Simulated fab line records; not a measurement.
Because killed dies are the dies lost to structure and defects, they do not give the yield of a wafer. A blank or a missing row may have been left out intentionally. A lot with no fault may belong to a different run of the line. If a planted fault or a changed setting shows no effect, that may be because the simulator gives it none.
Comparing a struck lot with a sound one :: flow nand_harc :: 16 out of 1302 route steps
Sound: these wafers, L766.1, L766.3, L766.5. Struck: wafer L769.5 (L769.1, L769.2, from the same lot, were not struck and are left out); the cause is given at the end.
Each step with rows lists, per side, the tool, then ch with its chambers, then its first start. Under that, the readings that differ: sound wafers :: struck wafers :: difference of the means :: sigmas: that difference in standard deviations of wafers without a fault.
alike: readings with means less than 2 such deviations apart, plus words and numbers identical on both sides. not compared: withheld readings, readings lacking a value on some wafer, bounds such as >300 that could conceal the same value, and numbers that have no deviation in the record and whose values overlap.
Wherever a step has rows on one side only, a row that says differs or no value, or a row with sigmas, the two part there. Numbers that have no deviation but don't overlap get no sigmas and don't part them. Lack of a reading on every wafer of one side parts them only where that side has two or more wafers.

NHARC_P_M1_INSPECT_11:
  sound on defect_inspect-01, day 9 21:55; struck on defect_inspect-01, day 11 03:48
  alike: raw_defect_count
NHARC_P_M1_DESCUM_14: chemistry O2, time 3 s.
  sound on rie_diel-11 ch 0,1,2, day 9 21:59; struck on rie_diel-11 ch 3, day 11 03:52
  alike: drypump_motor_current_A, oes_product_au, rf_vpp_V, showerhead_plenum_p_Torr, throttle_valve_pct
  not compared: rf_hours_counter_h
then, 1 step without rows for these wafers: NHARC_P_M1_ETCH_35 (etches the open film in N2/H2, target depth 40 nm, overetch 12 nm, time 43.94 s).
NHARC_P_M1_ETCH_15: etches the open film in C4F8/Ar, target depth 182.5 nm, time 91.2 s.
  sound on rie_diel-11 ch 0,1,3; struck on rie_diel-11 ch 1
  alike: oes_product_au, rf_fwd_power_W, rf_vpp_V
  not compared: rf_hours_counter_h
NHARC_P_M1_CD_MEAS_16:
  sound on cd_sem-03, day 9 22:17; struck on cd_sem-03, day 11 04:10
  alike: cd_nm
NHARC_P_M1_STRIP_18: strips in N2/H2.
  sound on rie_diel-07 ch 0,2,3, day 9 22:22; struck on rie_diel-11 ch 2, day 11 04:16
reading: rf_fwd_power_W (W)
sound: 995 1004 1001
struck: 993
difference: -7
sigmas: -2
  alike: drypump_motor_current_A, oes_product_au, rf_vpp_V, showerhead_plenum_p_Torr, throttle_valve_pct
  not compared: rf_hours_counter_h
then, 2 steps without rows for these wafers: NHARC_P_M1_ETCH_28 (etches the open film in CF4/N2, target depth 30 nm, time 72.99 s); NHARC_P_M1_STRIP_19 (strips in post etch residue remover, time 600 s).
NHARC_P_M1_DEGAS_29: time 60 s.
  sound on pvd_sputter-02, day 9 23:00; struck on pvd_sputter-01, day 11 04:53
  alike: heater_power_w
then, 1 step without rows for these wafers: NHARC_P_M1_PRE_CLEAN_30 (time 30 s).
NHARC_P_M1_PVD_20: deposits TaN, target thk 5 nm, time 8.06 s.
  sound on pvd_sputter-02; struck on pvd_sputter-01
  alike: throttle_valve_pct
then, 1 step without rows for these wafers: NHARC_P_M1_PVD_21 (deposits Cu, target thk 30 nm, time 20.49 s).
NHARC_P_M1_ECD_22: material Cu, target thk 400 nm.
  sound on ecd_cu-01 ch 1, day 9 23:21; struck on ecd_cu-01 ch 0,1, day 11 05:14
then, 1 step without rows for these wafers: NHARC_P_M1_ANNEAL_31 (time 90 s).
NHARC_P_M1_CMP_23: polishes, t overpolish 20 s, target thk 157.82 nm.
  sound on cmp-01 ch 0,3, day 10 00:04; struck on cmp-03 ch 2, day 11 05:58
reading: time_to_endpoint_s (s)
sound: 32.9 27.1 28.9
struck: 16.0
difference: -13.6
sigmas: -5
  alike: motor_current_A, slurry_filter_dp_kPa
NHARC_P_M1_THK_MEAS_24: measures by xrf.
  sound on film_metro-01, day 10 00:23; struck on film_metro-02, day 11 06:16
  alike: thk_nm

== WHERE THEY PART ==
Earliest at NHARC_P_M1_STRIP_18; latest, in this record, at NHARC_P_M1_CMP_23. Later steps at which nothing parts them and some readings are alike: NHARC_P_M1_THK_MEAS_24.

WHY: whatever the simulator had introduced
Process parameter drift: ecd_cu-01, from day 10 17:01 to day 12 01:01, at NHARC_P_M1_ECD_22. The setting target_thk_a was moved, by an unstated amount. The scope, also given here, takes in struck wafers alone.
